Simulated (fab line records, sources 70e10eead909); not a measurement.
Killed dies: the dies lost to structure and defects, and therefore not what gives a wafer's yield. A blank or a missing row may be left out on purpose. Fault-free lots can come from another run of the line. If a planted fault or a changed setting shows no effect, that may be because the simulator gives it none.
Comparing a struck lot with a sound one ; flow nandHarc ; 38 steps out of a route of 1159
Sound: these wafers, L938.1, L938.3, L938.4. Wafers struck: L948.3, L948.4, L948.5. Last of all comes the cause.
Order at every step that has rows: each side's tool, ch and its chambers, its first start. Under that, the readings that differ: sound wafers ; struck wafers ; difference of the means ; sigmas: that difference in standard deviations of wafers without a fault.
alike: readings with means less than 2 such deviations apart, plus words and numbers identical on both sides. not compared: withheld readings, readings lacking a value on some wafer, bounds such as >300 that could conceal the same value, and numbers that have no deviation in the record and whose values overlap.
The two part at a step that has a row with sigmas, a row that says differs or no value, or rows on one side only. Numbers that have no deviation but don't overlap get no sigmas and don't part them. Lack of a reading on every wafer of one side parts them only where that side has two or more wafers.

first, 2 steps without rows for these wafers: NHARC_A_SOURCE_PLATE_CVD_03 (deposits poly-Si, target thk 200 nm, time 4000 s); NHARC_A_SOURCE_PLATE_ANNEAL_05 (time 1800 s).
NHARC_A_SOURCE_PLATE_THK_MEAS_06: measures by ellipsometry.
  struck on filmMetro-01, day 10 17:27; sound on filmMetro-01, day 8 05:50
  alike: thkNm
NHARC_A_SOURCE_PLATE_INSPECT_08:
  struck on defectInspect-02, day 10 17:33; sound on defectInspect-01, day 8 05:55
  alike: rawDefectCount
then, 1 step without rows for these wafers: NHARC_A_ONON_D1_DEP_00 (target thk 1000 nm).
NHARC_A_ONON_D1_THK_MEAS_02: measures by ellipsometry.
  struck on filmMetro-02, day 10 18:25; sound on filmMetro-02, day 8 06:30
  alike: thkNm
then, 1 step without rows for these wafers: NHARC_A_ONON_D1_DEP_03 (target thk 1000 nm).
NHARC_A_ONON_D1_THK_MEAS_05: measures by ellipsometry.
  struck on filmMetro-01, day 10 18:59; sound on filmMetro-01, day 8 07:04
  alike: thkNm
then, 1 step without rows for these wafers: NHARC_A_ONON_D1_DEP_06 (target thk 1000 nm).
NHARC_A_ONON_D1_THK_MEAS_08: measures by ellipsometry.
  struck on filmMetro-02, day 10 19:33; sound on filmMetro-02, day 8 07:38
  alike: thkNm
NHARC_A_ONON_D1_DEP_09: target thk 1000 nm.
  sound on pecvdOnon-01 ch 0, day 8 07:42; struck on pecvdOnon-01 ch 0, day 10 19:43
  alike: n2FlowSccm, n2oFlowSccm, nh3FlowSccm
NHARC_A_ONON_D1_THK_MEAS_11: measures by ellipsometry.
  struck on filmMetro-02, day 10 20:07; sound on filmMetro-01, day 8 08:13
  alike: thkNm
then, 1 step without rows for these wafers: NHARC_A_ONON_D1_DEP_12 (target thk 1000 nm).
NHARC_A_ONON_D1_THK_MEAS_14: measures by ellipsometry.
  struck on filmMetro-01, day 10 20:41; sound on filmMetro-01, day 8 08:46
  alike: thkNm
then, 2 steps without rows for these wafers: NHARC_A_ONON_D1_ANNEAL_15 (time 3600 s); NHARC_A_ONON_D1_DEP_16 (target thk 1000 nm).
NHARC_A_ONON_D1_THK_MEAS_18: measures by ellipsometry.
  struck on filmMetro-02, day 11 05:32; sound on filmMetro-01, day 8 18:10
  alike: thkNm
then, 1 step without rows for these wafers: NHARC_A_ONON_D1_DEP_19 (target thk 1000 nm).
NHARC_A_ONON_D1_THK_MEAS_21: measures by ellipsometry.
  struck on filmMetro-01, day 11 06:06; sound on filmMetro-01, day 8 18:44
  alike: thkNm
then, 1 step without rows for these wafers: NHARC_A_ONON_D1_DEP_22 (target thk 1000 nm).
NHARC_A_ONON_D1_THK_MEAS_24: measures by ellipsometry.
  struck on filmMetro-01, day 11 06:40; sound on filmMetro-01, day 8 19:19
  alike: thkNm
then, 1 step without rows for these wafers: NHARC_A_ONON_D1_DEP_25 (target thk 1000 nm).
NHARC_A_ONON_D1_THK_MEAS_27: measures by ellipsometry.
  struck on filmMetro-01, day 11 07:14; sound on filmMetro-01, day 8 19:52
  alike: thkNm
then, 1 step without rows for these wafers: NHARC_A_ONON_D1_DEP_28 (target thk 1000 nm).
NHARC_A_ONON_D1_THK_MEAS_30: measures by ellipsometry.
  struck on filmMetro-01, day 11 07:49; sound on filmMetro-01, day 8 20:26
  alike: thkNm
NHARC_A_ONON_D1_DEP_33: deposits SiO2, target thk 200 nm.
  sound on pecvd-03 ch 0,2, day 8 20:32; struck on pecvd-02 ch 1,2, day 11 08:22
  alike: heaterPowerW, throttleValvePct
  not compared: sinceWetCleanH
NHARC_A_ONON_D1_THK_MEAS_34: measures by ellipsometry.
  struck on filmMetro-02, day 11 08:44; sound on filmMetro-01, day 8 20:55
  alike: thkNm
NHARC_A_CHANNEL_HOLE_D1_DEP_00: deposits aC, target thk 3100 nm.
  sound on aclDep-03 ch 0, day 9 01:37; struck on aclDep-02 ch 0, day 11 13:28
  alike: throttleValvePct
NHARC_A_CHANNEL_HOLE_D1_DEP_01: deposits SiON, target thk 140 nm.
  sound on pecvd-02 ch 0,1, day 9 03:34; struck on pecvd-02 ch 1,2, day 11 14:47
  alike: heaterPowerW
  not compared: sinceWetCleanH
then, 8 steps without rows for these wafers: NHARC_A_CHANNEL_HOLE_D1_DEHYDRATE_02 (time 120 s); NHARC_A_CHANNEL_HOLE_D1_HMDS_03 (time 30 s); NHARC_A_CHANNEL_HOLE_D1_COAT_36 (time 75 s); NHARC_A_CHANNEL_HOLE_D1_COAT_37 (time 65 s); NHARC_A_CHANNEL_HOLE_D1_COAT_04 (resist thk 90 nm); NHARC_A_CHANNEL_HOLE_D1_SOFTBAKE_05 (time 55 s); NHARC_A_CHANNEL_HOLE_D1_EBR_06; NHARC_A_CHANNEL_HOLE_D1_EXPOSE_07 (exposes mask HOLE D1, target cd 100 nm).
-- the record jumps here: 11 days lie between the struck wafers' starts before and after (it left off in module A_CHANNEL_HOLE_D1 and takes up again in module END, whose first step shown is number 1159 of the route) --
NHARC_END_SORT_01:
  at this point the record logs the struck wafers (prober-01 ch 0, day 22 23:41) and has no rows for the sound ones

## WHERE THEY PART
Only at NHARC_END_SORT_01, as far as this record shows.

WHY: what had been put in by the simulator
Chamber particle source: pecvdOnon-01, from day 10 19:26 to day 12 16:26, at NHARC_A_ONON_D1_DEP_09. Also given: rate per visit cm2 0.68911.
